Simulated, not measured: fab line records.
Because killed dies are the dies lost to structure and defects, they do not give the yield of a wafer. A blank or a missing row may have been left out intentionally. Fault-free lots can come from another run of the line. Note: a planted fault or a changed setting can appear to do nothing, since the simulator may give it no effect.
fab line records | flow n5_finfet
record: lots: 9 wafers: 27 last_day: 17
route steps=1938 shown BEOL_M4@1111 BEOL_M8@1389 BEOL_M9@1401 PASSIVATION@1936
lots that met no fault: taken from a fault-free run of the same line
start_h: the number of hours between the record's first day and the start of the first shown wafer of the lot | wait_h: hours from the lot's prior step to this one | " as in the row above | L1.1+2: a single row standing in for several wafers | - either no value or no given start | * or withheld: withheld | < > ~ a bound
route shown NAME@n: a module of which the file shows steps, and the number in the route of the first | usual: the fault-free wafers' mean and standard deviation | same: alike in all rows | chamber/n: place in a boat | sites: each site's reading | _std_site: standard deviation of those values | _edge_site: the outer-site mean with the inner-site mean subtracted | radius_mm: for every site, how far away it sits from the centre of the wafer | mask NAME#n: copy n | behind: the tool/chamber that last shaped the wafer | hold: why the lot went on hold/how many hours it stayed there/how the hold came to an end | device: whichever transistor did not switch (one of n, p or np) | end of line: tests run on the same wafers once the route is complete | for a step that has no rows: nothing shown but its recipe | killed: at the first sort, the dies lost to defects and structure; wafer yield is something else | map: the dies of a wafer, with x for killed, . for not killed, _ for no die there
set.NAME: the setting as run; set.NAME@STEP: as run at that earlier step | model.NAME: the simulator's own value behind a step, which no gauge read
steps of the route over a sample of lots; a table a step, a row a wafer
services: the hour from which a tool's chamber was out of use, counted from the record's first day as start_h (under 0 if before that day), plus the number of hours and why
== steps ==
step: N5_BEOL_M4_RC_MEAS_101
usual: DIBL_N: 36.0/1.7 DIBL_P: 36.0/2 IOFF_N: 0.156/0.028 IOFF_P: 0.21/0.04 ION_N: 673/12 ION_P: 463/8.3 SS_N: 71.4/0.6 SS_P: 73.3/0.66 VT_N: 250/3 VT_P: -250/3.8
columns lot.wafer tool chamber start_h wait_h DIBL_N[mV/V] DIBL_P[mV/V] IOFF_N[nA/um] IOFF_P[nA/um] ION_N[uA/um] ION_P[uA/um] SS_N[mV/dec] SS_P[mV/dec] VT_N[mV] VT_P[mV]
L553.2 prober-01 0 165.53 0.2 35.2 35.4 0.146 0.20 668 470 71.2 73.2 252 -250
L553.3 " 0 " " 33.2 33.1 0.118 0.16 661 461 70.4 73.0 254 -253
L553.6 " 0 " " 33.7 34.3 0.132 0.19 667 458 71.0 72.7 252 -250
L554.2 prober-01 0 173.52 0.2 33.3 32.2 0.102 0.17 653 460 70.6 72.2 256 -253
L554.5 " 0 " " 35.7 35.4 0.135 0.20 654 456 72.1 73.7 254 -251
L554.6 " 0 " " 35.2 34.4 0.136 0.20 666 459 71.4 72.7 254 -249
L556.2 prober-02 0 179.55 0.5 36.9 36.3 0.167 0.18 677 461 71.3 73.6 250 -254
L556.5 " 0 " " 36.9 35.9 0.153 0.18 660 448 71.9 73.7 255 -255
L556.6 " 0 " " 34.7 34.3 0.123 0.16 672 457 70.7 72.6 254 -254
L561.2 prober-02 0 208.03 0.2 36.1 35.1 0.155 0.20 669 462 71.7 73.6 252 -251
L561.4 " 0 " " 36.3 35.6 0.168 0.22 681 465 70.9 73.2 248 -247
L561.6 " 0 " " 36.6 35.9 0.159 0.22 673 461 71.8 74.5 251 -250
L565.1 prober-02 0 238.77 0.0 35.4 35.3 0.164 0.23 678 467 71.0 72.4 247 -245
L565.2 " 0 " " 33.6 34.6 0.139 0.23 672 474 70.8 72.7 248 -247
L565.5 " 0 " " 35.8 36.7 0.188 0.27 695 480 71.8 73.8 246 -245
L568.1 prober-02 0 254.02 0.0 38.0 39.2 0.202 0.22 691 464 72.0 74.4 245 -251
L568.2 " 0 " " 36.2 36.7 0.174 0.19 681 458 71.3 73.9 248 -252
L568.4 " 0 " " 33.9 34.5 0.133 0.16 667 457 70.4 73.4 251 -256
L569.3 prober-02 0 263.12 0.3 38.2 39.8 0.180 0.26 676 466 71.8 73.4 248 -246
L569.4 " 0 " " 37.0 38.4 0.150 0.23 660 456 71.2 73.9 251 -247
L569.6 " 0 " " 34.4 35.9 0.121 0.20 663 460 70.9 72.9 253 -250
L574.1 prober-02 0 296.62 0.0 34.3 34.3 0.137 0.20 671 463 71.6 73.4 252 -247
L574.3 " 0 " " 34.2 33.8 0.136 0.19 672 468 70.3 72.6 250 -249
L574.4 " 0 " " 34.4 34.6 0.143 0.21 675 472 70.9 73.2 249 -245
L573.1 prober-01 0 300.79 0.0 38.1 38.5 0.208 0.24 692 468 71.7 73.9 247 -249
L573.4 " 0 " " 37.2 36.4 0.179 0.20 673 455 71.9 73.5 249 -254
L573.6 " 0 " " 38.8 38.3 0.202 0.25 686 466 72.1 74.6 246 -250
step: N5_BEOL_M8_ALD_77
recipe: material: TaN target_thk_a: 20 temp_c: 275 ald_precursor_family: PDMAT ald_co_reactant: NH3 pressure_torr: 3 carrier_flow_sccm: 1500 pulse_time_s: 2 purge_time_s: 3 co_reactant_purge_time_s: 2 co_reactant_pulse_time_s: 3 ald_cycles: 40 precursor_vessel_temp_c: 75 precursor_vessel_pressure_torr: 26.25 precursor_vessel_carrier_sccm: 1000
usual: heater_power_outer_w: 222/15 heater_power_w: 399/32
same: co_reactant_purge_time_s: 2
columns lot.wafer tool chamber start_h wait_h heater_power_outer_w heater_power_w
L553.2 ald_metal-04 3 200.06 0.1 223 411
L553.3 " 1 " " 219 416
L553.6 " 3 " " 218 399
L554.2 ald_metal-02 3 208.53 0.0 228 386
L554.5 " 3 " " 231 398
L554.6 " 2 " " 256 437
L556.2 ald_metal-03 3 211.04 0.0 214 387
L556.5 " 1 " " 254 501
L556.6 " 2 " " 198 341
L561.2 ald_metal-02 0 246.88 0.1 225 414
L561.4 " 1 " " 220 381
L561.6 " 1 " " 219 378
L565.1 ald_metal-04 2 276.43 0.0 215 374
L565.2 " 3 " " 221 398
L565.5 " 2 " " 212 366
L568.1 ald_metal-04 3 293.07 0.0 226 398
L568.2 " 2 " " 212 382
L568.4 " 1 " " 216 418
L569.3 ald_metal-03 1 308.69 0.0 258 496
L569.4 " 0 " " 220 404
L569.6 " 1 " " 262 477
L574.1 ald_metal-04 0 335.99 0.1 208 371
L574.3 " 2 " " 210 377
L574.4 " 3 " " 224 413
L573.1 ald_metal-04 0 336.37 0.0 204 382
L573.4 " 1 " " 219 415
L573.6 " 0 " " 213 371
step: N5_BEOL_M8_SURFACE_TREAT_79
recipe: gas: Ar time_s: * ion_energy_ev: * ion_current_ma_cm2: 0.5 pressure_mtorr: * ar_flow_sccm: 30
usual: pressure_mtorr: * throttle_valve_pct: *
columns lot.wafer tool chamber start_h wait_h pressure_mtorr throttle_valve_pct
L553.2 pvd_sputter-01 - 200.74 0.5 * *
L553.3 " - " " * *
L553.6 " - " " * *
L554.2 pvd_sputter-03 - 208.81 0.2 * *
L554.5 " - " " * *
L554.6 " - " " * *
L556.2 pvd_sputter-02 - 211.34 0.2 * *
L556.5 " - " " * *
L556.6 " - " " * *
L561.2 pvd_sputter-01 - 247.29 0.3 * *
L561.4 " - " " * *
L561.6 " - " " * *
L565.1 pvd_sputter-03 - 276.77 0.2 * *
L565.2 " - " " * *
L565.5 " - " " * *
L568.1 pvd_sputter-02 - 293.35 0.2 * *
L568.2 " - " " * *
L568.4 " - " " * *
L569.3 pvd_sputter-02 - 309.02 0.2 * *
L569.4 " - " " * *
L569.6 " - " " * *
L574.1 pvd_sputter-02 - 336.34 0.2 * *
L574.3 " - " " * *
L574.4 " - " " * *
L573.1 pvd_sputter-02 - 336.66 0.2 * *
L573.4 " - " " * *
L573.6 " - " " * *
step: N5_BEOL_M9_ILD_DEP_00
recipe: material: SiCOH_lowk target_thk_a: 3085.1 temp_c: 300 precursor: DEMS/porogen pressure_torr: 5 rf_w: 500 time_s: 58
usual: heater_power_outer_w: 121/29 heater_power_w: 284/40 showerhead_plenum_p_Torr: 5.733/0.019 throttle_valve_pct: 13.5/0.67
columns lot.wafer tool chamber start_h wait_h heater_power_outer_w heater_power_w showerhead_plenum_p_Torr throttle_valve_pct
L553.2 pecvd-01 0 201.98 0.0 138 310 5.708 14.0
L553.3 " 1 " " 94 242 5.719 13.8
L553.6 " 2 " " 125 288 5.749 12.2
L554.2 pecvd-02 0 209.98 0.0 142 322 5.753 13.1
L554.5 " 1 " " 133 305 5.740 14.4
L554.6 " 0 " " 153 334 5.758 13.3
L556.2 pecvd-04 2 212.55 0.0 150 329 5.725 12.5
L556.5 " 0 " " 100 261 5.743 14.1
L556.6 " 2 " " 166 341 5.727 12.6
L556.2 pecvd-04 2 212.81 0.2 156 322 5.726 12.4
L556.5 " 0 " " 104 253 5.759 14.0
L556.6 " 2 " " 160 342 5.734 12.6
L561.2 pecvd-01 0 248.97 0.0 97 258 5.709 13.8
L561.4 " 0 " " 105 264 5.710 13.9
L561.6 " 2 " " 74 230 5.733 12.3
L561.2 pecvd-01 0 249.32 0.3 96 264 5.718 13.7
L561.4 " 0 " " 103 269 5.714 14.0
L561.6 " 2 " " 77 225 5.745 12.2
L565.1 pecvd-01 0 279.55 0.0 133 308 5.697 13.7
L565.2 " 1 " " 101 255 5.733 13.9
L565.5 " 2 " " 114 270 5.740 12.5
L565.1 pecvd-01 0 279.81 0.2 131 301 5.699 14.0
L565.2 " 1 " " 103 252 5.728 14.1
L565.5 " 2 " " 117 283 5.739 12.4
L568.1 pecvd-04 2 294.61 0.0 201 397 5.745 12.8
L568.2 " 0 " " 106 261 5.743 14.0
L568.4 " 0 " " 109 266 5.780 14.2
L569.3 pecvd-04 2 310.76 0.1 175 359 5.726 12.6
L569.4 " 1 " " 81 224 5.751 13.7
L569.6 " 1 " " 87 232 5.743 13.7
L574.1 pecvd-01 2 337.58 0.0 101 259 5.717 12.4
L574.3 " 1 " " 113 272 5.736 14.1
L574.4 " 0 " " 143 317 5.705 13.9
L573.1 pecvd-04 0 337.89 0.0 102 262 5.740 14.0
L573.4 " 1 " " 95 241 5.747 13.5
L573.6 " 2 " " 160 337 5.742 12.8
step: N5_BEOL_M9_CURE_71
recipe: temp_c: 385 time_s: 240 ambient: He/Ar material: SiCOH_lowk
usual: lamp_power_pct: 52.32/0.054 wafer_temp_C_max: 386.7/0.49
columns lot.wafer tool chamber start_h wait_h lamp_power_pct wafer_temp_C_max
L553.2 uv_cure-02 1 202.22 0.2 52.31 387.7
L553.3 " 1 " " 52.30 387.1
L553.6 " 1 " " 52.34 386.6
L554.2 uv_cure-03 2 210.25 0.2 52.39 386.7
L554.5 " 2 " " 52.36 386.1
L554.6 " 2 " " 52.34 386.2
L556.2 uv_cure-03 0 213.05 0.2 52.27 386.2
L556.5 " 0 " " 52.29 386.2
L556.6 " 0 " " 52.36 386.5
L561.2 uv_cure-01 1 250.25 0.9 52.30 386.2
L561.4 " 1 " " 52.34 386.5
L561.6 " 1 " " 52.38 386.4
L565.1 uv_cure-01 2 279.88 0.0 52.33 387.5
L565.2 " 2 " " 52.17 386.6
L565.5 " 2 " " 52.27 386.6
L568.1 uv_cure-01 0 294.69 0.0 52.35 386.8
L568.2 " 0 " " 52.40 386.7
L568.4 " 0 " " 52.38 386.4
L569.3 uv_cure-02 0 311.16 0.4 52.38 386.5
L569.4 " 0 " " 52.28 386.1
L569.6 " 0 " " 52.29 386.3
L574.1 uv_cure-01 2 337.66 0.0 52.27 386.2
L574.3 " 2 " " 52.30 386.3
L574.4 " 2 " " 52.32 386.3
L573.1 uv_cure-02 0 337.96 0.0 52.31 386.3
L573.4 " 0 " " 52.32 386.5
L573.6 " 0 " " 52.31 386.3
step: N5_BEOL_M9_THK_MEAS_01
recipe: reads: SiCOH_lowk_of_BEOL_M9_ILD_DEP_00
usual: M9_ILD_THK: 267/3.9
columns lot.wafer tool chamber start_h wait_h M9_ILD_THK[nm]
L553.2 film_metro-02 - 203.05 0.7 270
L553.3 " - " " 264
L553.6 " - " " 270
L554.2 film_metro-01 - 211.08 0.7 266
L554.5 " - " " 268
L554.6 " - " " 270
L556.2 film_metro-02 - 213.88 0.7 541
L556.5 " - " " 555
L556.6 " - " " 545
L561.2 film_metro-01 - 250.69 0.4 542
L561.4 " - " " 553
L561.6 " - " " 548
L565.1 film_metro-01 - 280.88 0.8 542
L565.2 " - " " 531
L565.5 " - " " 543
L568.1 film_metro-02 - 295.20 0.4 263
L568.2 " - " " 270
L568.4 " - " " 266
L569.3 film_metro-02 - 311.85 0.5 267
L569.4 " - " " 266
L569.6 " - " " 266
L574.1 film_metro-02 - 338.17 0.4 271
L574.3 " - " " 267
L574.4 " - " " 270
L573.1 film_metro-02 - 338.48 0.4 257
L573.4 " - " " 264
L573.6 " - " " 262
step: N5_PASSIVATION_PROBE_49
usual: defect_limited_yield: 91.6/1.6 killed_at_M0_to_M3: 31/10 killed_at_M4_up: 14/6.3 killed_at_contacts: 12/6.1 killed_at_front_end: 39/12 killed_at_other: 3.7/2.8 killed_dies: 100/19 killed_on_rim: 13/4.2 killed_open: 66/14 killed_short: 33/8.1 sort_bin_5_function: 5.0/1.1 sort_bin_6_memory: 3.2/0.66 sort_n_pass: 1080/18 sort_yield_pct: 91.6/1.6
same: gross_dies: 1180 killed_at_back_side: 0 sort_bin_4_leakage[%]: 0 sort_bin_8_speed[%]: 0
columns lot.wafer tool chamber start_h wait_h defect_limited_yield[%] killed_at_M0_to_M3 killed_at_M4_up killed_at_contacts killed_at_front_end killed_at_other killed_dies killed_on_rim killed_open killed_short sort_bin_5_function[%] sort_bin_6_memory[%] sort_n_pass sort_yield_pct[%]
L556.2 prober-02 - 280.50 0.1 0 20 1071 33 51 5 1180 152 85 33 95.7 4.0 0 0
L556.5 prober-02 - 280.65 0.2 0 34 1123 3 17 3 1180 152 37 30 97.5 2.4 0 0
L556.6 prober-02 - 280.70 0.3 0 29 1106 7 36 2 1180 152 70 30 96.8 3.1 0 0
L561.2 prober-01 - 314.25 0.1 0 29 1116 13 21 1 1180 152 55 24 96.5 3.4 0 0
L561.4 prober-01 - 314.35 0.2 0 29 1101 13 36 1 1180 152 60 37 96.7 2.5 0 0
L561.6 prober-01 - 314.45 0.3 0 34 1089 17 38 2 1180 152 69 33 96.1 3.6 0 0
L565.1 prober-02 - 339.01 0.0 0 27 1092 7 52 2 1180 152 59 45 96.5 3.1 0 0
L565.2 prober-02 - 339.06 0.1 0 47 1059 23 43 8 1180 152 96 50 94.6 4.7 0 0
L565.5 prober-02 - 339.21 0.2 0 20 1099 6 52 3 1180 152 67 32 95.9 3.9 0 0
killed by level:class
L556.2 BEOL_M9:area_etch=1062 MOL_CONTACT_COAG:geometric_particle:open=27 STI_FIN_REVEAL:geometric_particle:open=17 FIN_SAQP:geometric_particle:open=11 BEOL_M2:geometric_particle:open=8 MOL_CONTACT_COAG:geometric_particle:short=6 STI_FIN_REVEAL:geometric_particle:short=4 BEOL_M0_SAQP:geometric_particle:short=4
L556.5 BEOL_M9:area_etch=1113 BEOL_M0_SAQP:geometric_particle:short=10 BEOL_M2:geometric_particle:open=8 BEOL_M4:geometric_particle:open=6 FIN_SAQP:geometric_particle:short=4 BEOL_M0_SAQP:geometric_particle:open=4 BEOL_M0:geometric_particle:open=4 BEOL_M0:geometric_particle:short=4
L556.6 BEOL_M9:area_etch=1080 BEOL_M4:geometric_particle:open=14 BEOL_M2:geometric_particle:open=12 STI_FIN_REVEAL:geometric_particle:open=10 BEOL_M4:geometric_particle:short=6 STI_FIN_REVEAL:geometric_particle:short=5 MOL_CONTACT_COAG:geometric_particle:open=5 BEOL_M3:geometric_particle:open=5
L561.2 BEOL_M9:area_etch=1096 MOL_CONTACT_COAG:geometric_particle:open=9 BEOL_M0_SAQP:geometric_particle:open=8 BEOL_M0_SAQP:geometric_particle:short=6 FIN_SAQP:geometric_particle:open=5 BEOL_M4:geometric_particle:open=5 MOL_CONTACT_COAG:geometric_particle:short=4 STI_FIN_REVEAL:geometric_particle:open=3
L561.4 BEOL_M9:area_etch=1083 FIN_SAQP:geometric_particle:short=12 MOL_CONTACT_COAG:geometric_particle:open=12 BEOL_M2:geometric_particle:open=9 BEOL_M0_SAQP:geometric_particle:short=7 BEOL_M0_SAQP:geometric_particle:open=6 BEOL_M5:geometric_particle:open=6 FIN_SAQP:geometric_particle:open=5
L561.6 BEOL_M9:area_etch=1077 FIN_SAQP:geometric_particle:open=16 MOL_CONTACT_COAG:geometric_particle:open=15 BEOL_M2:geometric_particle:open=13 FIN_SAQP:geometric_particle:short=11 BEOL_M0_SAQP:geometric_particle:short=5 BEOL_M3:geometric_particle:open=5 BEOL_M0_SAQP:geometric_particle:open=4
L565.1 BEOL_M9:area_etch=1076 GATE_CUT:geometric_particle:short=13 FIN_SAQP:geometric_particle:open=10 FIN_SAQP:geometric_particle:short=8 BEOL_M3:geometric_particle:open=8 MOL_CONTACT_COAG:geometric_particle:open=7 BEOL_M0_SAQP:geometric_particle:short=7 BEOL_M5:geometric_particle:open=7
L565.2 BEOL_M9:area_etch=1034 MOL_CONTACT_COAG:geometric_particle:open=18 FIN_SAQP:geometric_particle:open=13 FIN_SAQP:geometric_particle:short=11 BEOL_M0_SAQP:geometric_particle:short=11 BEOL_M2:geometric_particle:open=8 BEOL_M3:geometric_particle:open=8 GATE_CUT:geometric_particle:short=7
L565.5 BEOL_M9:area_etch=1080 FIN_SAQP:geometric_particle:open=11 STI_FIN_REVEAL:geometric_particle:open=9 FIN_SAQP:geometric_particle:short=8 BEOL_M3:geometric_particle:open=7 GATE_CUT:geometric_particle:open=6 GATE_CUT:geometric_particle:short=6 MOL_CONTACT_COAG:geometric_particle:open=6
== services ==
columns tool chamber start_h hours kind
ald_metal-03 1 176.30 19.3 repair
uv_cure-01 - 184.20 5.0 repair
pecvd-02 - 206.05 3.1 repair
uv_cure-03 - 217.02 2.8 pm
pecvd-02 - 217.20 2.8 pm
ald_metal-04 - 217.67 8.7 pm
uv_cure-03 - 225.74 0.6 repair
uv_cure-03 - 230.33 0.5 repair
ald_metal-03 3 233.96 4.1 repair
pecvd-02 1 235.00 3.7 repair
uv_cure-02 - 245.75 14.6 pm
uv_cure-02 - 260.35 7.5 pm
pecvd-04 1 265.09 6.4 repair
pecvd-04 0 266.24 2.1 scheduled_down
ald_metal-03 2 296.88 6.9 repair
pecvd-01 1 298.30 2.1 scheduled_down
ald_metal-02 - 299.29 8.7 pm
ald_metal-03 - 301.08 0.4 repair
pecvd-04 0 302.31 12.1 repair
pvd_sputter-01 - 310.44 9.1 repair
ald_metal-02 - 314.01 1.5 repair
ald_metal-03 - 318.41 74.6 repair
uv_cure-03 - 324.78 24.9 pm
pvd_sputter-03 - 336.33 4.2 repair
== key ==
first_sign: step: N5_BEOL_M9_ILD_DEP_00 reading: visit direction: added
effect: step: N5_BEOL_M9_THK_MEAS_01 reading: M9_ILD_THK direction: up sigmas: 71 usual: 267 struck: 544
effect: step: N5_PASSIVATION_PROBE_49 reading: killed_at_M4_up direction: up sigmas: 99+ usual: 14 struck: 1095
more_kills_born_at: N5_BEOL_M9_ETCH_41@rie_diel-05: 6445 N5_BEOL_M9_ETCH_41@rie_diel-02: 3256
met_at N5_BEOL_M9_ILD_DEP_00
struck_lots L556,L561,L565
later_rows_left_out L556.2,L556.5,L556.6,L561.2,L561.4,L561.6,L565.1,L565.2,L565.5
not_acting_at N5_BEOL_M8_ALD_77,N5_BEOL_M8_SURFACE_TREAT_79,N5_BEOL_M9_CURE_71
fault: kind: repeated_step_whole tool: pecvd-01,pecvd-02,pecvd-04 chamber: - onset_h: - steps: N5_BEOL_M9_ILD_DEP_00 times: 1 scope: struck_lots_only
later_rows_left_out: the simulator's readings of these wafers behind a module that went badly wrong aren't trusted and aren't shown, but for the sort
